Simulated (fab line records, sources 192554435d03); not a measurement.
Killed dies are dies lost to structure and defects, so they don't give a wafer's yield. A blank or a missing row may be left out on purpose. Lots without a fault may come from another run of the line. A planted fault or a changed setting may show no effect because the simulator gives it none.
fab line records | flow n5_finfet
record lots=12 wafers=36 last_day=17
route steps=1938 shown MOL_CONTACT_COAG@592 PASSIVATION@1936
lots that met no fault: from a run of the same line without faults
start_h: hours from the record's first day to the start of the lot's first wafer shown | wait_h: hours since the lot's step before | " the same as in the row above | L1.1+2: a row that stands for several wafers | - no value, or no start given | * or withheld: withheld | < > ~ a bound
route shown NAME@n: a module of which the file shows steps, and the number in the route of the first | usual: mean/standard deviation of fault-free wafers | same: alike in all rows | chamber/n: place in a boat | sites: the reading at each site | _std_site: their standard deviation | _edge_site: outer sites' mean less inner sites' | radius_mm: how far each site lies from the wafer's centre | mask NAME#n: copy n | behind: the tool/chamber that last shaped the wafer | hold: why the lot was held/for how many hours/how that ended | device: the transistor (n, p or np) that didn't switch | end of line: the same wafers' tests at the end of the route | a step without rows: its recipe alone | killed: dies lost to structure and defects at the first sort, not the wafer's yield | map: a wafer's dies, x killed, . not, _ none there
set.NAME: the setting as run; set.NAME@STEP: as run at that earlier step | model.NAME: the simulator's own value behind a step, which no gauge read
steps of the route over a sample of lots; a table a step, a row a wafer
services: from which hour (start_h, from the record's first day; less than 0 if before it) a tool's chamber was out of use, for how many hours, and why
## steps
# step N5_MOL_CONTACT_COAG_CD_MEAS_137
# recipe target_cd_nm=16
# usual cd_nm=16.0/0.35
# columns lot.wafer tool chamber start_h wait_h cd_nm
L112.2 cd_sem-03 - 102.25 0.0 16.0
L112.3 " - " " 15.6
L112.5 " - " " 16.0
L113.2 cd_sem-01 - 103.83 0.0 16.3
L113.3 " - " " 16.4
L113.4 " - " " 16.1
L114.1 cd_sem-03 - 111.21 0.0 15.8
L114.2 " - " " 16.3
L114.5 " - " " 15.5
L115.1 cd_sem-01 - 119.49 0.0 16.1
L115.2 " - " " 15.8
L115.3 " - " " 15.6
L116.2 cd_sem-01 - 120.08 0.0 15.4
L116.3 " - " " 15.8
L116.6 " - " " 15.6
L117.1 cd_sem-01 - 125.34 0.0 16.5
L117.4 " - " " 16.2
L117.5 " - " " 16.5
L120.2 cd_sem-02 - 145.52 0.0 15.9
L120.3 " - " " 16.0
L120.5 " - " " 16.5
L121.1 cd_sem-01 - 149.63 0.0 16.2
L121.2 " - " " 15.8
L121.6 " - " " 15.9
L122.2 cd_sem-02 - 163.01 0.0 16.8
L122.3 " - " " 16.2
L122.6 " - " " 16.5
L123.1 cd_sem-01 - 163.26 0.0 16.0
L123.2 " - " " 16.0
L123.3 " - " " 15.7
L134.2 cd_sem-01 - 229.17 0.0 15.5
L134.5 " - " " 15.8
L134.6 " - " " 15.5
L135.1 cd_sem-01 - 235.50 0.0 16.4
L135.4 " - " " 16.7
L135.6 " - " " 15.8
# step N5_MOL_CONTACT_COAG_CD_MEAS_40
# recipe target_cd_nm=25.1 landing_energy_ev=500 detector=se_inlens polarity=opening
# usual cd_nm=25.08/0.22
# columns lot.wafer tool chamber start_h wait_h cd_nm
L112.2 cd_sem-01 0 102.60 - 25.23
L112.3 " 0 " " 25.04
L112.5 " 0 " " 24.85
L113.2 cd_sem-03 0 104.15 - 24.75
L113.3 " 0 " " 24.97
L113.4 " 0 " " 25.07
L114.1 cd_sem-03 0 111.65 - 25.34
L114.2 " 0 " " 24.87
L114.5 " 0 " " 24.70
L115.1 cd_sem-01 0 119.93 - 24.88
L115.2 " 0 " " 24.89
L115.3 " 0 " " 24.79
L116.2 cd_sem-03 0 120.43 - 25.03
L116.3 " 0 " " 24.86
L116.6 " 0 " " 25.06
L117.1 cd_sem-01 0 125.78 - 25.54
L117.4 " 0 " " 25.30
L117.5 " 0 " " 25.49
L120.2 cd_sem-02 0 145.96 - 25.29
L120.3 " 0 " " 25.11
L120.5 " 0 " " 25.09
L121.1 cd_sem-01 0 150.07 - 24.66
L121.2 " 0 " " 25.03
L121.6 " 0 " " 25.24
L122.2 cd_sem-02 0 163.32 - 24.84
L122.3 " 0 " " 25.43
L122.6 " 0 " " 25.35
L123.1 cd_sem-03 0 163.71 - 24.83
L123.2 " 0 " " 24.77
L123.3 " 0 " " 25.13
L134.2 cd_sem-03 0 229.49 - 24.84
L134.5 " 0 " " 24.54
L134.6 " 0 " " 25.11
L135.1 cd_sem-02 0 235.82 - 25.14
L135.4 " 0 " " 24.87
L135.6 " 0 " " 25.58
# step N5_MOL_CONTACT_COAG_ANNEAL_112
# recipe temp_c=400 time_s=1800 ambient=HPD2 pressure_atm=10
# usual spike_tc_bottom_C=425.4/1.1 spike_tc_centre_C=401.2/0.93 spike_tc_lower_C=398.4/1 spike_tc_top_C=428.5/1 spike_tc_upper_C=401.8/0.99 wafer_temp_C_max=402.3/0.48 zone_power_bottom_pct=13.77/0.13 zone_power_centre_pct=8.17/0.08 zone_power_lower_pct=10.54/0.097 zone_power_top_pct=20.06/0.19 zone_power_upper_pct=8.93/0.079
# columns lot.wafer tool chamber start_h wait_h spike_tc_bottom_C spike_tc_centre_C spike_tc_lower_C spike_tc_top_C spike_tc_upper_C wafer_temp_C_max zone_power_bottom_pct zone_power_centre_pct zone_power_lower_pct zone_power_top_pct zone_power_upper_pct
L112.2 hp_anneal-01 0 105.88 1.5 426.2 400.1 397.8 430.0 401.1 402.8 13.68 8.32 10.47 19.95 8.90
L112.3 " 0 " " 425.5 401.8 399.9 427.7 403.3 402.8 13.52 8.12 10.64 19.99 8.84
L112.5 " 0 " " 426.3 401.9 398.9 428.9 401.3 402.1 13.63 8.19 10.47 19.94 8.89
L113.2 hp_anneal-01 0 105.88 0.0 426.6 400.5 398.9 429.4 401.7 402.0 13.58 8.19 10.62 19.89 8.90
L113.3 " 0 " " 425.2 401.6 399.2 430.4 400.9 401.9 13.58 8.22 10.50 20.02 9.01
L113.4 " 0 " " 425.6 400.7 398.3 428.8 401.6 402.5 13.79 8.35 10.63 19.79 9.03
L114.1 hp_anneal-01 0 113.59 0.0 424.9 400.6 397.6 430.2 403.3 402.6 13.79 8.25 10.49 20.00 8.98
L114.2 " 0 " " 425.8 403.3 394.9 427.9 401.7 402.6 13.84 8.07 10.44 19.75 9.03
L114.5 " 0 " " 424.2 400.5 398.0 429.6 400.8 402.4 13.82 8.18 10.48 20.08 8.95
L115.1 hp_anneal-01 0 121.65 0.0 425.4 402.6 398.0 428.1 402.7 402.7 13.82 8.07 10.48 19.96 8.90
L115.2 " 0 " " 426.4 401.4 397.3 427.8 401.7 402.1 14.02 8.30 10.41 20.03 9.11
L115.3 " 0 " " 424.7 402.0 398.1 428.2 401.6 402.3 13.69 8.10 10.43 19.76 8.97
L116.2 hp_anneal-01 0 124.65 2.5 426.8 400.6 397.6 429.3 402.4 402.2 13.71 8.05 10.47 19.66 8.79
L116.3 " 0 " " 423.1 401.1 397.8 427.4 402.5 402.7 13.79 8.13 10.73 19.89 8.91
L116.6 " 0 " " 424.7 401.4 398.0 427.5 402.3 402.5 13.85 8.18 10.87 19.67 8.92
L117.1 hp_anneal-01 0 127.65 0.2 426.3 401.0 397.5 428.6 401.3 402.6 13.46 8.26 10.59 19.95 8.89
L117.4 " 0 " " 424.3 401.6 397.5 426.3 401.0 401.7 13.68 8.18 10.67 19.99 8.86
L117.5 " 0 " " 423.3 400.4 397.0 427.4 401.0 402.1 13.61 8.24 10.52 20.30 8.99
L120.2 hp_anneal-01 0 149.89 2.2 425.8 401.0 398.6 427.8 400.8 401.5 13.84 8.21 10.53 20.20 8.99
L120.3 " 0 " " 426.6 401.4 397.8 429.6 400.3 401.7 13.72 8.01 10.56 19.99 8.97
L120.5 " 0 " " 426.8 401.2 398.1 426.2 399.5 401.9 13.85 8.10 10.55 20.20 8.89
L121.1 hp_anneal-01 0 152.89 0.4 424.5 401.1 398.1 427.9 402.4 402.7 13.61 8.21 10.57 20.13 8.90
L121.2 " 0 " " 426.7 400.6 398.4 428.8 400.6 403.2 13.81 8.33 10.70 19.63 8.86
L121.6 " 0 " " 424.5 400.5 398.9 429.0 402.0 402.2 13.76 8.18 10.50 20.46 8.96
L122.2 hp_anneal-01 0 165.06 0.0 403.2 378.8 378.5 407.4 379.0 379.3 12.81 7.62 9.75 18.77 8.33
L122.3 " 0 " " 403.3 379.0 376.1 409.3 379.9 380.0 12.72 7.58 9.78 18.60 8.28
L122.6 " 0 " " 403.2 379.1 376.3 407.9 381.5 380.0 12.64 7.64 9.71 18.64 8.28
L123.1 hp_anneal-01 0 168.06 2.6 402.2 380.0 376.0 407.3 381.5 380.7 12.62 7.58 9.80 18.50 8.16
L123.2 " 0 " " 404.6 377.8 375.5 407.0 379.5 380.5 12.65 7.60 9.91 18.67 8.26
L123.3 " 0 " " 402.9 377.4 377.1 406.7 378.6 379.9 12.64 7.58 9.80 18.72 8.37
L134.2 hp_anneal-01 0 231.21 0.0 425.8 401.2 398.8 430.0 401.7 402.1 13.90 8.05 10.74 19.87 8.98
L134.5 " 0 " " 425.5 403.0 396.9 428.6 401.3 402.2 13.79 8.17 10.56 20.06 8.96
L134.6 " 0 " " 426.0 399.4 396.7 429.1 401.9 402.9 13.74 8.25 10.52 20.42 8.91
L135.1 hp_anneal-01 0 237.98 0.0 425.5 401.0 397.8 429.4 403.3 402.4 13.60 8.19 10.52 20.44 8.83
L135.4 " 0 " " 423.6 400.3 398.7 429.0 400.7 402.4 13.75 8.10 10.57 20.17 9.02
L135.6 " 0 " " 425.4 402.4 398.1 429.8 400.9 402.6 13.92 8.13 10.41 20.10 8.92
# step N5_MOL_CONTACT_COAG_INSPECT_97
# recipe inspect_instrument=darkfield mode=post_anneal
# usual raw_defect_count=43/17
# columns lot.wafer tool chamber start_h wait_h raw_defect_count
L112.2 defect_inspect-02 - 108.92 0.0 19
L112.3 " - " " 16
L112.5 " - " " 33
L113.2 defect_inspect-01 - 108.92 0.0 37
L113.3 " - " " 43
L113.4 " - " " 34
L114.1 defect_inspect-02 - 116.62 0.0 26
L114.2 " - " " 26
L114.5 " - " " 27
L115.1 defect_inspect-02 - 124.68 0.0 52
L115.2 " - " " 27
L115.3 " - " " 47
L116.2 defect_inspect-02 - 127.70 0.0 37
L116.3 " - " " 77
L116.6 " - " " 69
L117.1 defect_inspect-01 - 130.68 0.0 62
L117.4 " - " " 44
L117.5 " - " " 45
L120.2 defect_inspect-01 - 152.93 0.0 59
L120.3 " - " " 110
L120.5 " - " " 96
L121.1 defect_inspect-01 - 155.91 0.0 74
L121.2 " - " " 46
L121.6 " - " " 43
L122.2 defect_inspect-02 - 168.10 0.0 33
L122.3 " - " " 33
L122.6 " - " " 33
L123.1 defect_inspect-01 - 171.10 0.0 44
L123.2 " - " " 20
L123.3 " - " " 28
L134.2 defect_inspect-02 - 234.25 0.0 32
L134.5 " - " " 39
L134.6 " - " " 49
L135.1 defect_inspect-02 - 241.01 0.0 71
L135.4 " - " " 38
L135.6 " - " " 40
# step N5_PASSIVATION_PROBE_49
# usual killed_at_M0_to_M3=34/12 killed_at_M4_up=12/4.9 killed_at_contacts=13/7.2 killed_at_front_end=39/12 killed_at_other=3.7/2.9 killed_dies=101/18 killed_on_rim=13/4 killed_open=67/14 killed_short=33/7.2
# same gross_dies=1180 killed_at_back_side=0
# columns lot.wafer tool chamber start_h wait_h killed_at_M0_to_M3 killed_at_M4_up killed_at_contacts killed_at_front_end killed_at_other killed_dies killed_on_rim killed_open killed_short
L112.2 prober-01 - 282.32 0.1 58 10 9 33 1 111 18 78 31
L112.3 prober-01 - 282.37 0.1 50 3 14 39 2 108 10 69 38
L112.5 prober-01 - 282.47 0.2 22 13 9 33 1 78 5 45 33
L123.1 prober-02 - 356.61 0.0 24 20 4 35 0 83 6 58 24
L123.2 prober-02 - 356.66 0.1 38 14 18 44 4 118 13 76 39
L123.3 prober-02 - 356.71 0.1 17 19 17 28 4 85 14 60 25
# killed by level:class
L112.2 BEOL_M2:geometric_particle:open=18 BEOL_M1:geometric_particle:open=12 FIN_SAQP:geometric_particle:short=9 MOL_CONTACT_COAG:geometric_particle:open=9 BEOL_M0_SAQP:geometric_particle:short=8 STI_FIN_REVEAL:geometric_particle:open=6 BEOL_M3:geometric_particle:open=6 BEOL_M0_SAQP:geometric_particle:open=5
L112.3 MOL_CONTACT_COAG:geometric_particle:open=12 BEOL_M2:geometric_particle:open=12 STI_FIN_REVEAL:geometric_particle:open=9 BEOL_M0_SAQP:geometric_particle:short=8 BEOL_M1:geometric_particle:open=8 FIN_SAQP:geometric_particle:short=7 BEOL_M1:geometric_particle:short=6 BEOL_M0_SAQP:geometric_particle:open=5
L112.5 FIN_SAQP:geometric_particle:short=7 MOL_CONTACT_COAG:geometric_particle:open=7 GATE_CUT:geometric_particle:short=6 BEOL_M0_SAQP:geometric_particle:short=6 FIN_SAQP:geometric_particle:open=5 BEOL_M1:geometric_particle:open=5 GATE_CUT:geometric_particle:open=4 BEOL_M0_SAQP:geometric_particle:open=4
L123.1 BEOL_M1:geometric_particle:open=12 BEOL_M4:geometric_particle:open=11 FIN_SAQP:geometric_particle:open=8 GATE_CUT:geometric_particle:short=6 DUMMY_GATE:geometric_particle:open=5 BEOL_M0_SAQP:geometric_particle:short=5 FIN_SAQP:geometric_particle:short=4 STI_FIN_REVEAL:geometric_particle:open=4
L123.2 MOL_CONTACT_COAG:geometric_particle:open=13 BEOL_M0_SAQP:geometric_particle:short=13 BEOL_M4:geometric_particle:open=10 BEOL_M0_SAQP:geometric_particle:open=10 FIN_SAQP:geometric_particle:open=8 STI_FIN_REVEAL:geometric_particle:open=7 GATE_CUT:geometric_particle:short=6 BEOL_M1:geometric_particle:open=6
L123.3 MOL_CONTACT_COAG:geometric_particle:open=15 BEOL_M4:geometric_particle:open=10 STI_FIN_REVEAL:geometric_particle:open=9 GATE_CUT:geometric_particle:short=6 BEOL_M0_SAQP:geometric_particle:short=5 BEOL_M3:geometric_particle:open=5 GATE_CUT:geometric_particle:open=4 BEOL_M5:geometric_particle:open=4
## services
# columns tool chamber start_h hours kind
hp_anneal-01 - 142.64 4.2 repair
## key
first_sign step=N5_MOL_CONTACT_COAG_ANNEAL_112 reading=wafer_temp_C_max direction=down sigmas=46 usual=* struck=*
effect step=N5_MOL_CONTACT_COAG_ANNEAL_112 reading=spike_tc_centre_C direction=down sigmas=24 usual=401.2 struck=378.7
met_at N5_MOL_CONTACT_COAG_ANNEAL_112
struck_lots L122,L123
tester_left_out L122,L123
not_acting_at N5_MOL_CONTACT_COAG_CD_MEAS_137,N5_MOL_CONTACT_COAG_CD_MEAS_40,N5_MOL_CONTACT_COAG_INSPECT_97
onset_between 152.89 165.06
fault kind=process_parameter_drift tool=hp_anneal-01 chamber=- onset_h=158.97 steps=N5_MOL_CONTACT_COAG_ANNEAL_112 channel=temp_c offset=* shape=step end_h=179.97 stated=*
# tester_left_out: of these lots the tester's yield and bins aren't shown, on N5 and GAA mostly nor the transistor test; their killed dies are dies lost to structure and defects alone, not to doping, threshold or leakage, so they don't give the yield
